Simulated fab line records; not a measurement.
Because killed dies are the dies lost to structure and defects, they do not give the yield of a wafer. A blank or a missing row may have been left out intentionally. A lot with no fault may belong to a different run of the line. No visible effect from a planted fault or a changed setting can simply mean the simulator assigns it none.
Matching of chambers	flow nandHarc	rieDiel-09 running NHARC_P_M0_ETCH_34: 4 sister chambers
The step etches the open film in N2/H2, target depth 40 nm, overetch 12 nm, time 43.94 s. 8 wafers are shown with their chamber, then 11 later ones without.

== WAFERS PAIRED WITH THEIR CHAMBERS ==
wafer	chamber	showerheadPlenumPTorr (Torr)	drypumpMotorCurrentA (A)
L075.5	1	2.00	5.7
L082.1	1	2.00	5.7
L082.4	3	2.15	5.9
L086.1	3	2.14	5.9
L085.3	2	1.96	6.2
L085.4	0	2.10	5.5
L085.5	0	2.10	5.6
L092.2	2	1.96	6.2

== WAFERS WHOSE CHAMBER IS MISSING ==
wafer	showerheadPlenumPTorr (Torr)	drypumpMotorCurrentA (A)
L092.3	2.10	5.5
L092.6	1.99	5.6
L094.2	2.10	5.5
L094.4	2.14	5.9
L094.6	1.96	6.2
L097.1	2.10	5.6
L097.2	1.96	6.2
L097.5	1.96	6.2
L096.3	1.96	6.2
L096.4	2.14	5.9
L096.5	1.96	6.2

== WHICH CHAMBER EACH ONE RAN IN ==
wafer	from the rows above	in truth
L092.3	0	0
L092.6	1	1
L094.2	0	0
L094.4	3	3
L094.6	2	2
L097.1	0	0
L097.2	2	2
L097.5	2	2
L096.3	2	2
L096.4	3	3
L096.5	2	2
Correct placement for 11 of the 11. Number that these rows cannot place: 0. Wrongly placed: 0.
How it was worked out, from the rows above alone: a wafer's distance from a chamber is the root of the sum, over the readings, of the square of ((its reading less the chamber's mean) divided by the reading's scatter). If the next closest chamber is less than 2 further off than the closest, the wafer can't be placed; otherwise it belongs to the closest. For every chamber, the mean is computed from those of its wafers that are shown. The scatter: the root of (the sum of the squares of (reading less its chamber's mean) over the shown wafers, divided by (wafers less chambers)).
